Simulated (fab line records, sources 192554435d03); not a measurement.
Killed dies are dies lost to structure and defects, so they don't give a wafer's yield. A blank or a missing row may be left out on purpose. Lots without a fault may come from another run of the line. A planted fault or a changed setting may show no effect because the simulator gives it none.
Chamber matching | flow n5_finfet | N5_GATE_CUT_ETCH_58 on rie_diel-02: 4 sister chambers
The step etches SiNx in CH3F/O2, target depth 17 nm, time 128.6 s. 4 wafers are shown with their chamber, then 8 later ones without.

WAFERS WITH THEIR CHAMBER
wafer  | chamber | showerhead_plenum_p_Torr (Torr)
L082.1 | 1       | 1.99
L084.2 | 2       | 1.94
L084.6 | 3       | 2.08
L091.2 | 0       | 1.85

WAFERS WITHOUT THEIR CHAMBER
wafer  | showerhead_plenum_p_Torr (Torr)
L091.5 | 1.94
L091.6 | 1.98
L093.2 | 1.94
L093.3 | 1.98
L093.4 | 2.08
L094.3 | 1.85
L094.4 | 1.94
L094.6 | 1.98

WHICH CHAMBER EACH WENT THROUGH
wafer  | from the rows above | in truth
L091.5 | 2                   | 2
L091.6 | 1                   | 1
L093.2 | 2                   | 2
L093.3 | 1                   | 1
L093.4 | 3                   | 3
L094.3 | 0                   | 0
L094.4 | 2                   | 2
L094.6 | 1                   | 1
Placed correctly: 8 of 8. Can't be placed from these rows: 0. Placed wrongly: 0.
How it was worked out, from the rows above alone: a wafer's distance from a chamber is the root of the sum, over the readings, of the square of ((its reading less the chamber's mean) divided by the reading's scatter). The wafer belongs to the nearest chamber; if the next one is less than 2 further off, it can't be placed. A chamber's mean is the mean of its shown wafers. The scatter: with one shown wafer a chamber, the root of the mean of the squares of how far each hidden wafer lies from its nearest shown one.
